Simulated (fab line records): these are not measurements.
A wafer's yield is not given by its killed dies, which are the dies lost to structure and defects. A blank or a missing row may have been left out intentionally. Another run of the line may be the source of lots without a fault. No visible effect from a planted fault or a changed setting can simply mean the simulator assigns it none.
Chamber matching :: flow nand-harc :: NHARC_A_CONTACT_ETCH_75 on rie-diel-06: 4 sister chambers
The step etches the open film in CF4, target depth 39 nm, time 65 s. 4 wafers are shown with their chamber, then 12 later ones without.

WAFERS PAIRED WITH THEIR CHAMBERS
wafer: L092.3
chamber: 1
drypump-motor-current-A (A): 6.2

wafer: L092.5
chamber: 2
drypump-motor-current-A (A): 5.6

wafer: L093.5
chamber: 0
drypump-motor-current-A (A): 5.0

wafer: L093.6
chamber: 3
drypump-motor-current-A (A): 6.5

WAFERS WHOSE CHAMBER IS MISSING
wafer: L094.1
drypump-motor-current-A (A): 6.2

wafer: L094.4
drypump-motor-current-A (A): 5.0

wafer: L094.5
drypump-motor-current-A (A): 5.6

wafer: L095.1
drypump-motor-current-A (A): 5.0

wafer: L095.4
drypump-motor-current-A (A): 5.6

wafer: L095.5
drypump-motor-current-A (A): 5.6

wafer: L096.4
drypump-motor-current-A (A): 5.6

wafer: L096.5
drypump-motor-current-A (A): 5.6

wafer: L096.6
drypump-motor-current-A (A): 6.3

wafer: L097.1
drypump-motor-current-A (A): 6.5

wafer: L097.3
drypump-motor-current-A (A): 5.0

wafer: L097.4
drypump-motor-current-A (A): 5.6

EACH ONE'S CHAMBER
wafer: L094.1
from the rows above: 1
in truth: 1

wafer: L094.4
from the rows above: 0
in truth: 0

wafer: L094.5
from the rows above: 2
in truth: 2

wafer: L095.1
from the rows above: 0
in truth: 0

wafer: L095.4
from the rows above: 2
in truth: 2

wafer: L095.5
from the rows above: 2
in truth: 2

wafer: L096.4
from the rows above: 2
in truth: 2

wafer: L096.5
from the rows above: 2
in truth: 2

wafer: L096.6
from the rows above: 1
in truth: 1

wafer: L097.1
from the rows above: 3
in truth: 3

wafer: L097.3
from the rows above: 0
in truth: 0

wafer: L097.4
from the rows above: 2
in truth: 2
12 of 12 placed correctly. Not placeable from these rows: 0. Number placed wrongly: 0.
How it was worked out, from the rows above alone: a wafer's distance from a chamber is the root of the sum, over the readings, of the square of ((its reading less the chamber's mean) divided by the reading's scatter). The wafer belongs to the nearest chamber; if the next one is less than 2 further off, it can't be placed. For every chamber, the mean is computed from those of its wafers that are shown. The scatter: with one shown wafer a chamber, the root of the mean of the squares of how far each hidden wafer lies from its nearest shown one.
